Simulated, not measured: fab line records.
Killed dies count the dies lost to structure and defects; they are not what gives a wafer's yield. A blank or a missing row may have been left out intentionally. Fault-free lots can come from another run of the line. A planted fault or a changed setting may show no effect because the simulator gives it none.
fab line records	flow n5_finfet
[record] lots = 7	wafers = 39
route steps=1938 shown ZERO_LAYER@4 FIN_SAQP@102 DUMMY_GATE@228 HKMG_FIN@438 GATE_CUT@501
start_h: hours from the record's opening day to when the first of the lot's shown wafers began	wait_h: hours from the lot's prior step to this one	" repeats the value in the row above	L1.1+2: one row covering several wafers at once	- no value, or no start given	* or withheld: withheld	< > ~ a bound
route shown NAME@n: a module of which the file shows steps, and the number in the route of the first	usual: mean/standard deviation taken from wafers without a fault	same: alike in all rows	chamber/n: place in a boat	sites: each site's reading	_std_site: standard deviation across them	_edge_site: the outer-site mean with the inner-site mean subtracted	radius_mm: for every site, how far away it sits from the centre of the wafer	mask NAME#n: copy n	behind: the most recent tool/chamber to have shaped the wafer	hold: what put the lot on hold/how long, in hours/how the hold closed	device: the n, p or np transistor that did not switch	end of line: tests of these same wafers at the route's end	step lacking rows: just its recipe	killed: at the first sort, the dies lost to defects and structure; wafer yield is something else	map: the dies of a wafer, with x for killed, . for not killed, _ for no die there
set.NAME: the setting the step ran with; set.NAME@STEP: the setting that earlier step ran with	model.NAME: the simulator's own value behind a step, which no gauge read
lots where settings were altered on purpose, with a table for each step and a row for each wafer
[[steps]]
[step N5_ZERO_LAYER_PECVD_02]
[recipe] material = SiO2	target_thk_a = 100	temp_c = 400	precursor = SiH4/N2O	pressure_torr = 0.75	rf_w = 275	time_s = 6
lot.wafer	tool	chamber	start_h	wait_h	set.target_thk_a	model.SiO2_of_ZERO_LAYER_PECVD_02.thk_nm
L074.1	pecvd-01	0	12.28	0.0	94.53	9.559
L074.2	"	2	"	"	100	9.793
L074.3	"	1	"	"	100	9.881
L074.4	"	0	"	"	94.53	9.743
L074.5	"	2	"	"	94.53	9.439
L074.6	"	1	"	"	100	10
L075.2	pecvd-02	0	18.28	0.0	100	9.854
L075.4	"	0	"	"	100	9.942
L075.6	"	2	"	"	100	9.987
L080.1	pecvd-02	1	48.28	0.0	100	9.938
L080.2	"	2	"	"	100	9.942
L080.3	"	0	"	"	100	9.998
L080.4	"	1	"	"	100	10.2
L080.5	"	2	"	"	100	9.965
L080.6	"	0	"	"	100	10.17
L087.1	pecvd-02	1	90.28	0.0	109.3	10.94
L087.2	"	2	"	"	109.3	10.69
L087.3	"	0	"	"	109.3	10.8
L087.4	"	1	"	"	100	10.21
L087.5	"	2	"	"	100	9.957
L087.6	"	0	"	"	100	10.2
L089.1	pecvd-03	2	102.28	0.0	100	9.822
L089.2	"	0	"	"	100	9.639
L089.3	"	1	"	"	100	9.8
L089.4	"	0	"	"	100	9.794
L089.5	"	1	"	"	100	10.02
L089.6	"	2	"	"	100	10.2
L090.1	pecvd-01	1	108.29	0.0	100	9.691
L090.2	"	0	"	"	100	9.976
L090.3	"	2	"	"	87.22	8.587
L090.4	"	1	"	"	87.22	8.435
L090.5	"	2	"	"	87.22	8.759
L090.6	"	0	"	"	100	9.839
L093.1	pecvd-03	1	126.28	0.0	100	9.929
L093.2	"	2	"	"	100	9.942
L093.3	"	0	"	"	100	9.852
L093.4	"	2	"	"	100	10.11
L093.5	"	0	"	"	100	10.07
L093.6	"	1	"	"	100	10.18
[step N5_FIN_SAQP_HM_DEP_72]
[recipe] material = SiO2	target_thk_a = 120	temp_c = 400	precursor = SiH4/N2O	pressure_torr = 0.75	rf_w = 275	time_s = 7.2
lot.wafer	tool	chamber	start_h	wait_h	set.time_s	model.SiO2_of_FIN_SAQP_HM_DEP_72.thk_nm
L074.1	pecvd-03	0	21.59	0.0	7.2	11.83
L074.2	"	1	"	"	7.2	11.92
L074.3	"	1	"	"	8.124	13.78
L074.4	"	0	"	"	7.2	11.9
L074.5	"	1	"	"	8.124	13.8
L074.6	"	0	"	"	8.124	13.41
L075.2	pecvd-04	0	29.17	0.0	7.2	11.71
L075.4	"	1	"	"	7.2	12.17
L075.6	"	0	"	"	7.2	11.9
L080.1	pecvd-03	0	58.29	0.0	7.2	11.75
L080.2	"	1	"	"	7.2	11.92
L080.3	"	2	"	"	7.2	11.76
L080.4	"	0	"	"	7.2	11.77
L080.5	"	2	"	"	7.2	11.86
L080.6	"	1	"	"	7.2	11.98
L087.1	pecvd-01	0	98.72	0.0	6.275	10.21
L087.2	"	1	"	"	6.275	10.09
L087.3	"	2	"	"	7.2	11.59
L087.4	"	2	"	"	7.2	11.76
L087.5	"	1	"	"	7.2	11.94
L087.6	"	0	"	"	6.275	10.35
L089.1	pecvd-03	1	111.51	0.0	6.412	10.61
L089.2	"	2	"	"	6.412	10.59
L089.3	"	0	"	"	6.412	10.56
L089.4	"	0	"	"	7.2	11.95
L089.5	"	2	"	"	7.2	11.94
L089.6	"	1	"	"	7.2	12.21
L090.1	pecvd-01	2	118.44	0.0	7.2	11.75
L090.2+4	"	0,1	"	"	7.2	11.67
L090.3	"	1	"	"	7.2	11.54
L090.5	"	2	"	"	7.2	11.85
L090.6	"	0	"	"	7.2	11.94
L093.1	pecvd-01	0	141.81	0.0	7.2	11.9
L093.2	"	1	"	"	7.2	11.83
L093.3	"	2	"	"	7.2	12
L093.4	"	2	"	"	6.743	11.33
L093.5	"	0	"	"	6.743	11.51
L093.6	"	1	"	"	6.743	11.2
[step N5_FIN_SAQP_COAT_49]
[recipe] resist = SOC	temp_c = 250	time_s = 60	spin_rpm = 1500	resist_thk_nm = 100
[step N5_FIN_SAQP_COAT_50]
[recipe] resist = SiARC	temp_c = 220	time_s = 60	spin_rpm = 1500	resist_thk_nm = 35
[step N5_FIN_SAQP_ETCH_52]
[recipe] chemistry = N2/H2	target = SOC	target_depth_a = 1000	overetch_a = 200	mask_material = SiARC	temp_c = 40	time_s = 150	ion_energy_ev = 200	pressure_mtorr = 30	source_w = 840	bias_w = 150	n2_flow_sccm = 200	h2_flow_sccm = 200	ends = end_point
[step N5_FIN_SAQP_STRIP_53]
[recipe] chemistry = N2/H2	temp_c = 40	n2_flow_sccm = 200	h2_flow_sccm = 200	rf_frequency_hz = 6e+07
[step N5_FIN_SAQP_HM_OPEN_73]
[recipe] chemistry = CHF3/O2	target = SiO2	stop_on = a-Si	target_depth_a = 120	over_etch_frac = 1.8	mask_material = SOC	time_s = 16.8	pressure_mtorr = 30	source_w = 650	bias_w = 170	Ar_flow_sccm = 200	CHF3_flow_sccm = 50	O2_flow_sccm = 5	ion_energy_ev = 200	ends = end_point
lot.wafer	tool	chamber	start_h	wait_h	set.time_s@FIN_SAQP_HM_DEP_72	model.etch.depth_nm
L074.1	rie_diel-06	3	22.23	0.0	7.2	11.83
L074.2	"	0	"	"	7.2	11.92
L074.3	"	2	"	"	8.124	13.78
L074.4	"	1	"	"	7.2	11.9
L074.5	"	2	"	"	8.124	13.8
L074.6	"	1	"	"	8.124	13.41
L075.2	rie_diel-01	1	29.79	0.0	7.2	11.71
L075.4	"	0	"	"	7.2	12.17
L075.6	"	0	"	"	7.2	11.9
L080.1	rie_diel-01	2	59.57	0.0	7.2	11.75
L080.2	"	3	"	"	7.2	11.92
L080.3	"	0	"	"	7.2	11.76
L080.4	"	1	"	"	7.2	11.77
L080.5	"	3	"	"	7.2	11.86
L080.6	"	2	"	"	7.2	11.98
L087.1	rie_diel-01	2	99.57	0.0	6.275	10.21
L087.2	"	0	"	"	6.275	10.09
L087.3	"	3	"	"	7.2	11.59
L087.4	"	1	"	"	7.2	11.76
L087.5	"	3	"	"	7.2	11.94
L087.6	"	0	"	"	6.275	10.35
L089.1	rie_diel-06	1	112.13	0.0	6.412	10.61
L089.2	"	2	"	"	6.412	10.59
L089.3	"	0	"	"	6.412	10.56
L089.4	"	3	"	"	7.2	11.95
L089.5	"	0	"	"	7.2	11.94
L089.6	"	3	"	"	7.2	12.21
L090.1	rie_diel-06	0	120.47	0.0	7.2	11.75
L090.2+4	"	3,1	"	"	7.2	11.67
L090.3	"	2	"	"	7.2	11.54
L090.5	"	3	"	"	7.2	11.85
L090.6	"	0	"	"	7.2	11.94
L093.1	rie_diel-06	2	142.50	0.0	7.2	11.9
L093.2	"	0	"	"	7.2	11.83
L093.3	"	1	"	"	7.2	12
L093.4	"	1	"	"	6.743	11.33
L093.5	"	0	"	"	6.743	11.51
L093.6	"	2	"	"	6.743	11.2
[step N5_DUMMY_GATE_EXPOSE_12]
[recipe] mask_id = GATE	na = 0.33	source_shape = annular	sigma_inner = 0.2	sigma_outer = 0.6	polarization = unpolarized	target_cd_nm = 25	dose_mj = 34
lot.wafer	tool	chamber	start_h	wait_h	mask	set.dose_mj
L074.1+4+6	euv_scanner-01	0	45.98	-	GATE#0	34
L074.2+3+5	"	0	"	"	GATE#0	36.36
L075.2+4+6	euv_scanner-01	0	54.50	-	GATE#0	34
L080.1+2+4	euv_scanner-02	0	82.66	-	GATE#0	32.21
L080.3+5+6	"	0	"	"	GATE#0	34
L087.1+4+6	euv_scanner-01	0	125.82	-	GATE#0	32.18
L087.2+3+5	"	0	"	"	GATE#0	34
L089.1+2+5	euv_scanner-01	0	134.93	-	GATE#0	34
L089.3+4+6	"	0	"	"	GATE#0	31.31
L090.1+3+4	euv_scanner-01	0	146.27	-	GATE#0	34.82
L090.2+5+6	"	0	"	"	GATE#0	34
L093.1+3+6	euv_scanner-01	0	166.83	-	GATE#0	34
L093.2+4+5	"	0	"	"	GATE#0	33.23
[step N5_DUMMY_GATE_PEB_13]
[recipe] peb_temp_c = 100	peb_time_s = 60	resist = CAR-EUV
[step N5_DUMMY_GATE_DEVELOP_14]
[recipe] develop_time_s = 30	developer = TMAH	resist = CAR-EUV	rinse_liquid = surfactant_rinse	dry = air_spin	dev_temp_c = 23
[step N5_DUMMY_GATE_CD_MEAS_15]
[recipe] target_cd_nm = 25.8	landing_energy_ev = 500	detector = se_inlens
[usual] cd_nm = 24.99/0.27
lot.wafer	tool	chamber	start_h	wait_h	set.dose_mj@DUMMY_GATE_EXPOSE_12	cd_nm
L074.1	cd_sem-02	0	46.11	-	34	25.26
L074.2	"	0	"	"	36.36	24.32
L074.3	"	0	"	"	36.36	23.90
L074.4	"	0	"	"	34	24.94
L074.5	"	0	"	"	36.36	23.91
L074.6	"	0	"	"	34	25.11
L075.2	cd_sem-02	0	54.62	-	34	25.20
L075.4	"	0	"	"	34	25.09
L075.6	"	0	"	"	34	24.98
L080.1	cd_sem-02	0	82.79	-	32.21	26.15
L080.2	"	0	"	"	32.21	26.23
L080.3	"	0	"	"	34	24.88
L080.4	"	0	"	"	32.21	25.66
L080.5	"	0	"	"	34	25.19
L080.6	"	0	"	"	34	25.30
L087.1	cd_sem-01	0	125.94	-	32.18	25.86
L087.2	"	0	"	"	34	24.77
L087.3	"	0	"	"	34	24.71
L087.4	"	0	"	"	32.18	25.45
L087.5	"	0	"	"	34	24.53
L087.6	"	0	"	"	32.18	25.73
L089.1	cd_sem-03	0	135.06	-	34	24.75
L089.2	"	0	"	"	34	25.18
L089.3	"	0	"	"	31.31	26.51
L089.4	"	0	"	"	31.31	26.26
L089.5	"	0	"	"	34	24.94
L089.6	"	0	"	"	31.31	26.44
L090.1	cd_sem-02	0	146.40	-	34.82	24.05
L090.2	"	0	"	"	34	24.35
L090.3	"	0	"	"	34.82	24.17
L090.4	"	0	"	"	34.82	24.35
L090.5	"	0	"	"	34	25.08
L090.6	"	0	"	"	34	24.62
L093.1	cd_sem-01	0	166.95	-	34	24.83
L093.2	"	0	"	"	33.23	25.41
L093.3	"	0	"	"	34	24.64
L093.4	"	0	"	"	33.23	25.17
L093.5	"	0	"	"	33.23	25.10
L093.6	"	0	"	"	34	24.89
[step N5_DUMMY_GATE_ETCH_37]
[recipe] chemistry = N2/H2	target = SOC	target_depth_a = 600	overetch_a = 300	temp_c = 40	ion_energy_ev = 200	pressure_mtorr = 30	source_w = 840	bias_w = 150	n2_flow_sccm = 200	h2_flow_sccm = 200
[usual] rf_vpp_V = 524.5/1.8
lot.wafer	tool	chamber	start_h	wait_h	set.source_w	rf_vpp_V
L074.1	rie_diel-02	2	46.39	0.0	840	524.0
L074.2	"	1	"	"	840	526.1
L074.3	"	3	"	"	840	526.6
L074.4	"	0	"	"	840	519.3
L074.5	"	1	"	"	840	526.1
L074.6	"	0	"	"	840	519.4
L075.2	rie_diel-04	1	54.90	0.0	840	523.1
L075.4	"	1	"	"	840	522.3
L075.6	"	2	"	"	840	524.4
L080.1	rie_diel-02	1	83.17	0.0	840	526.7
L080.2	"	3	"	"	759.2	544.1
L080.3	"	2	"	"	840	525.2
L080.4	"	0	"	"	840	520.0
L080.5	"	0	"	"	759.2	538.0
L080.6	"	3	"	"	759.2	545.8
L087.1	rie_diel-04	3	126.22	0.0	738.1	549.3
L087.2	"	2	"	"	738.1	549.1
L087.3	"	0	"	"	840	523.9
L087.4	"	0	"	"	738.1	545.5
L087.5	"	3	"	"	840	524.4
L087.6	"	2	"	"	840	525.7
L089.1	rie_diel-04	0	135.34	0.0	883.1	516.0
L089.2	"	2	"	"	840	523.8
L089.3	"	3	"	"	840	525.0
L089.4	"	3	"	"	840	525.2
L089.5	"	0	"	"	883.1	515.4
L089.6	"	2	"	"	883.1	516.0
L090.1	rie_diel-05	1	146.68	0.0	936.7	504.4
L090.2	"	2	"	"	936.7	506.9
L090.3	"	0	"	"	840	525.9
L090.4	"	3	"	"	936.7	504.7
L090.5	"	1	"	"	840	524.3
L090.6	"	2	"	"	840	526.5
L093.1	rie_diel-04	2	167.23	0.0	891.1	514.4
L093.2	"	1	"	"	891.1	511.6
L093.3	"	3	"	"	840	525.6
L093.4	"	0	"	"	891.1	513.7
L093.5	"	1	"	"	840	522.1
L093.6	"	0	"	"	840	525.4
[step N5_DUMMY_GATE_STRIP_38]
[recipe] chemistry = N2/H2	temp_c = 40	n2_flow_sccm = 200	h2_flow_sccm = 200	rf_frequency_hz = 6e+07
[step N5_DUMMY_GATE_STRIP_39]
[recipe] chemistry = N2/H2	temp_c = 40	n2_flow_sccm = 200	h2_flow_sccm = 200	rf_frequency_hz = 6e+07
[step N5_DUMMY_GATE_TRIM_49]
[recipe] chemistry = O2	resist = SOC	time_s = 29	target_cd_nm = 14	source_power_w = 300	bias_power_w = 0	O2_flow_sccm = 100	temp_c = 20
lot.wafer	tool	chamber	start_h	wait_h	set.dose_mj@DUMMY_GATE_EXPOSE_12	model.DUMMY_GATE.cd_nm
L074.1	rie_si-05	3	46.47	0.0	34	13.4
L074.2	"	0	"	"	36.36	13.6
L074.3	"	1	"	"	36.36	12.8
L074.4	"	2	"	"	34	14.4
L074.5	"	1	"	"	36.36	13.2
L074.6	"	2	"	"	34	14.6
L075.2	rie_si-02	2	54.98	0.0	34	14.4
L075.4	"	1	"	"	34	14.8
L075.6	"	3	"	"	34	14.2
L080.1	rie_si-03	2	83.25	0.0	32.21	15.6
L080.2	"	1	"	"	32.21	16
L080.3	"	0	"	"	34	13.8
L080.4	"	2	"	"	32.21	15
L080.5	"	0	"	"	34	14.6
L080.6	"	1	"	"	34	14.8
L087.1	rie_si-02	1	126.30	0.0	32.18	15.4
L087.2+3+5	"	3,0,3	"	"	34	13.6
L087.4+6	"	2	"	"	32.18	14.8
L089.1	rie_si-02	1	135.42	0.0	34	13.8
L089.2	"	0	"	"	34	14
L089.3	"	2	"	"	31.31	16.2
L089.4	"	3	"	"	31.31	15.4
L089.5	"	3	"	"	34	13.4
L089.6	"	2	"	"	31.31	15.8
L090.1	rie_si-02	1	146.76	0.0	34.82	13.4
L090.2	"	3	"	"	34	13.2
L090.3	"	2	"	"	34.82	13.6
L090.4	"	0	"	"	34.82	13.2
L090.5	"	0	"	"	34	14
L090.6	"	1	"	"	34	14.2
L093.1+3	rie_si-03	0,3	167.31	0.0	34	14.2
L093.2+4	"	1,2	"	"	33.23	14.4
L093.5	"	1	"	"	33.23	14.6
L093.6	"	2	"	"	34	14
[step N5_DUMMY_GATE_STRIP_40]
[recipe] chemistry = CF4	resist = SiARC	power_w = 300	bias_power_w = 75	pressure_mtorr = 50	cf4_flow_sccm = 150	rf_frequency_hz = 6e+07
[step N5_DUMMY_GATE_CD_MEAS_50]
[recipe] target_cd_nm = 14
[usual] cd_nm = 14.2/0.37
lot.wafer	tool	chamber	start_h	wait_h	set.dose_mj@DUMMY_GATE_EXPOSE_12	cd_nm
L074.1	cd_sem-02	-	46.62	0.0	34	13.6
L074.2	"	-	"	"	36.36	13.7
L074.3	"	-	"	"	36.36	12.7
L074.4	"	-	"	"	34	14.3
L074.5	"	-	"	"	36.36	13.1
L074.6	"	-	"	"	34	14.7
L075.2	cd_sem-02	-	55.13	0.0	34	14.7
L075.4	"	-	"	"	34	14.7
L075.6	"	-	"	"	34	14.2
L080.1	cd_sem-02	-	83.40	0.0	32.21	15.5
L080.2	"	-	"	"	32.21	16.0
L080.3	"	-	"	"	34	13.8
L080.4	"	-	"	"	32.21	15.1
L080.5	"	-	"	"	34	14.2
L080.6	"	-	"	"	34	14.7
L087.1	cd_sem-02	-	126.45	0.0	32.18	15.3
L087.2	"	-	"	"	34	13.5
L087.3	"	-	"	"	34	13.4
L087.4	"	-	"	"	32.18	15.2
L087.5	"	-	"	"	34	13.7
L087.6	"	-	"	"	32.18	14.8
L089.1	cd_sem-01	-	135.57	0.0	34	13.9
L089.2	"	-	"	"	34	13.9
L089.3	"	-	"	"	31.31	16.3
L089.4	"	-	"	"	31.31	15.6
L089.5	"	-	"	"	34	13.6
L089.6	"	-	"	"	31.31	16.1
L090.1	cd_sem-03	-	146.90	0.0	34.82	13.6
L090.2	"	-	"	"	34	13.1
L090.3	"	-	"	"	34.82	13.3
L090.4	"	-	"	"	34.82	13.1
L090.5	"	-	"	"	34	13.4
L090.6	"	-	"	"	34	14.2
L093.1	cd_sem-01	-	167.46	0.0	34	14.3
L093.2	"	-	"	"	33.23	14.5
L093.3	"	-	"	"	34	13.5
L093.4	"	-	"	"	33.23	14.4
L093.5	"	-	"	"	33.23	14.8
L093.6	"	-	"	"	34	13.9
[step N5_DUMMY_GATE_ETCH_32]
[recipe] chemistry = CF4	target = SiO2	target_depth_a = 35	time_s = 3.9	ion_energy_ev = 350	pressure_mtorr = 10	icp_w = 800	bias_w = 400	cf4_flow_sccm = 80
lot.wafer	tool	chamber	start_h	wait_h	set.time_s	model.etch.depth_nm
L074.1	rie_si-03	3	46.92	0.1	4.408	3.81
L074.2	"	2	"	"	3.9	3.417
L074.3	"	1	"	"	4.408	3.941
L074.4	"	0	"	"	3.9	3.506
L074.5	"	0	"	"	4.408	3.964
L074.6	"	1	"	"	3.9	3.529
L075.2	rie_si-03	2	55.42	0.1	3.9	3.404
L075.4	"	0	"	"	3.9	3.514
L075.6	"	1	"	"	3.9	3.494
L080.1	rie_si-05	2	83.69	0.1	3.9	3.35
L080.2	"	1	"	"	3.163	2.728
L080.3	"	0	"	"	3.9	3.42
L080.4	"	3	"	"	3.163	2.88
L080.5	"	0	"	"	3.9	3.407
L080.6	"	3	"	"	3.163	2.893
L087.1	rie_si-05	1	126.75	0.1	3.9	3.425
L087.2	"	3	"	"	4.651	4.228
L087.3	"	2	"	"	3.9	3.356
L087.4	"	0	"	"	4.651	4.074
L087.5	"	3	"	"	3.9	3.531
L087.6	"	0	"	"	4.651	4.052
L089.1+6	rie_si-05	2,1	135.86	0.1	4.324	3.789
L089.2	"	3	"	"	3.9	3.55
L089.3	"	0	"	"	4.324	3.751
L089.4	"	1	"	"	3.9	3.451
L089.5	"	2	"	"	3.9	3.392
L090.1	rie_si-05	0	147.22	0.1	3.9	3.421
L090.2	"	3	"	"	3.074	2.82
L090.3	"	1	"	"	3.9	3.405
L090.4	"	2	"	"	3.074	2.659
L090.5	"	1	"	"	3.9	3.445
L090.6	"	0	"	"	3.074	2.685
L093.1+5	rie_si-02	1	167.76	0.1	3.9	3.393
L093.2	"	3	"	"	3.504	3.188
L093.3	"	2	"	"	3.504	3.058
L093.4	"	0	"	"	3.504	3.111
L093.6	"	2	"	"	3.9	3.377
[step N5_HKMG_FIN_ETCH_35]
[recipe] chemistry = N2/H2	target = SOC	target_depth_a = 2158	ion_energy_ev = 65	bias_w = 5	source_w = 3000	time_s = 243.4	pressure_mtorr = 30	n2_flow_sccm = 200	h2_flow_sccm = 200
[usual] rf_vpp_V = 141.8/1.2
lot.wafer	tool	chamber	start_h	wait_h	set.bias_w	rf_vpp_V
L074.1	rie_diel-01	0	73.56	0.0	4.301	129.3
L074.2	"	3	"	"	5	140.9
L074.3	"	2	"	"	5	142.2
L074.4	"	3	"	"	5	140.3
L074.5	"	0	"	"	4.301	130.0
L074.6	"	2	"	"	4.301	128.9
L075.2	rie_diel-01	2	83.87	0.0	5	143.4
L075.4	"	0	"	"	5	142.9
L075.6	"	1	"	"	5	140.8
L080.1	rie_diel-06	0	113.19	0.0	5.937	159.8
L080.2	"	2	"	"	5.937	158.0
L080.3	"	1	"	"	5	141.9
L080.4	"	3	"	"	5	140.7
L080.5	"	0	"	"	5.937	158.9
L080.6	"	1	"	"	5	141.3
L087.1	rie_diel-06	0	155.13	0.0	5	142.4
L087.2	"	2	"	"	5.691	153.0
L087.3	"	1	"	"	5	142.1
L087.4	"	1	"	"	5.691	154.8
L087.5	"	2	"	"	5.691	153.8
L087.6	"	0	"	"	5	141.3
L089.1	rie_diel-03	2	164.05	0.0	5.242	146.2
L089.2	"	0	"	"	5	142.3
L089.3	"	3	"	"	5.242	144.1
L089.4	"	1	"	"	5	142.7
L089.5	"	1	"	"	5.242	147.0
L089.6	"	0	"	"	5	141.8
L090.1	rie_diel-06	0	178.81	0.0	4.59	136.8
L090.2	"	1	"	"	5	142.4
L090.3	"	3	"	"	5	142.5
L090.4	"	2	"	"	4.59	133.9
L090.5	"	0	"	"	5	142.4
L090.6	"	3	"	"	4.59	135.5
L093.1	rie_diel-01	2	198.28	0.0	5	143.9
L093.2	"	1	"	"	5	142.2
L093.3	"	0	"	"	5	142.6
L093.4	"	2	"	"	5	141.8
L093.5	"	0	"	"	5	143.6
L093.6	"	1	"	"	5	139.5
[step N5_GATE_CUT_CUT_ETCH_54]
[recipe] chemistry = Cl2/BCl3	target = TiN	mask_material = SiO2	target_depth_a = 967	pressure_mtorr = 10	icp_w = 1000	bias_w = 126	Cl2_flow_sccm = 53.25	bcl3_flow_sccm = 21.75	Ar_flow_sccm = 25	ends = cleared
[usual] etch_rf_on_time_s = 36.8/0.75
lot.wafer	tool	chamber	start_h	wait_h	set.icp_w	etch_rf_on_time_s
L074.1	rie_metal-03	1	82.13	0.0	1000	37.3
L074.2	"	0	"	"	1083	34.3
L074.3	"	1	"	"	1000	37.6
L074.4	"	0	"	"	1000	36.3
L074.5	"	0	"	"	1083	34.0
L074.6	"	1	"	"	1083	34.7
L075.2	rie_metal-02	1	93.86	0.0	1000	37.0
L075.4	"	0	"	"	1000	37.0
L075.6	"	1	"	"	1000	36.9
L080.1	rie_metal-01	1	121.64	0.0	1137	32.7
L080.2	"	0	"	"	1137	31.5
L080.3	"	1	"	"	1000	36.7
L080.4	"	0	"	"	1000	35.0
L080.5	"	1	"	"	1000	37.0
L080.6	"	0	"	"	1137	31.4
L087.1	rie_metal-03	0	163.43	0.0	1117	33.6
L087.2	"	1	"	"	1117	34.3
L087.3	"	1	"	"	1000	37.7
L087.4	"	0	"	"	1000	36.6
L087.5	"	0	"	"	1000	36.7
L087.6	"	1	"	"	1117	34.1
L089.1	rie_metal-03	0	172.50	0.0	1000	36.9
L089.2	"	1	"	"	1000	37.8
L089.3	"	0	"	"	1000	37.0
L089.4	"	1	"	"	1000	38.1
L089.5	"	0	"	"	1000	37.2
L089.6	"	1	"	"	1000	37.5
L090.1	rie_metal-01	0	187.62	0.0	1000	35.4
L090.2	"	1	"	"	1000	37.2
L090.3	"	0	"	"	1000	35.3
L090.4	"	1	"	"	1000	37.1
L090.5	"	1	"	"	1000	37.0
L090.6	"	0	"	"	1000	35.3
L093.1	rie_metal-01	1	207.13	0.0	1000	36.7
L093.2	"	0	"	"	1000	35.2
L093.3	"	1	"	"	1000	36.9
L093.4	"	0	"	"	1142	31.5
L093.5	"	0	"	"	1142	31.5
L093.6	"	1	"	"	1142	32.7
[[key]]
[split] step = N5_ZERO_LAYER_PECVD_02	setting = target_thk_a	stated = 100	by = wafer
[response] step = N5_ZERO_LAYER_PECVD_02	reading = model.SiO2_of_ZERO_LAYER_PECVD_02.thk_nm	change = +0.0857	per = 1%	r = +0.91
[split] step = N5_FIN_SAQP_HM_DEP_72	setting = time_s	stated = 7.2	by = wafer
[response] step = N5_FIN_SAQP_HM_DEP_72	reading = model.SiO2_of_FIN_SAQP_HM_DEP_72.thk_nm	change = +0.127	per = 1%	r = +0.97
[response] step = N5_FIN_SAQP_HM_OPEN_73	reading = model.etch.depth_nm	change = +0.127	per = 1%	r = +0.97
[split] step = N5_DUMMY_GATE_EXPOSE_12	setting = dose_mj	stated = 34	by = wafer
[response] step = N5_DUMMY_GATE_CD_MEAS_15	reading = cd_nm	change = -0.175	per = 1%	r = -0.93
[response] step = N5_DUMMY_GATE_TRIM_49	reading = model.DUMMY_GATE.cd_nm	change = -0.213	per = 1%	r = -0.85
[response] step = N5_DUMMY_GATE_CD_MEAS_50	reading = cd_nm	change = -0.234	per = 1%	r = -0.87
[split] step = N5_DUMMY_GATE_ETCH_37	setting = source_w	stated = 840	by = wafer
[response] step = N5_DUMMY_GATE_ETCH_37	reading = rf_vpp_V	change = -1.85	per = 1%	r = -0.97
[split] step = N5_DUMMY_GATE_ETCH_32	setting = time_s	stated = 3.9	by = wafer
[response] step = N5_DUMMY_GATE_ETCH_32	reading = model.etch.depth_nm	change = +0.032	per = 1%	r = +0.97
[split] step = N5_HKMG_FIN_ETCH_35	setting = bias_w	stated = 5	by = wafer
[response] step = N5_HKMG_FIN_ETCH_35	reading = rf_vpp_V	change = +0.886	per = 1%	r = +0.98
[split] step = N5_GATE_CUT_CUT_ETCH_54	setting = icp_w	stated = 1000	by = wafer
[response] step = N5_GATE_CUT_CUT_ETCH_54	reading = etch_rf_on_time_s	change = *	per = 1%	r = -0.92
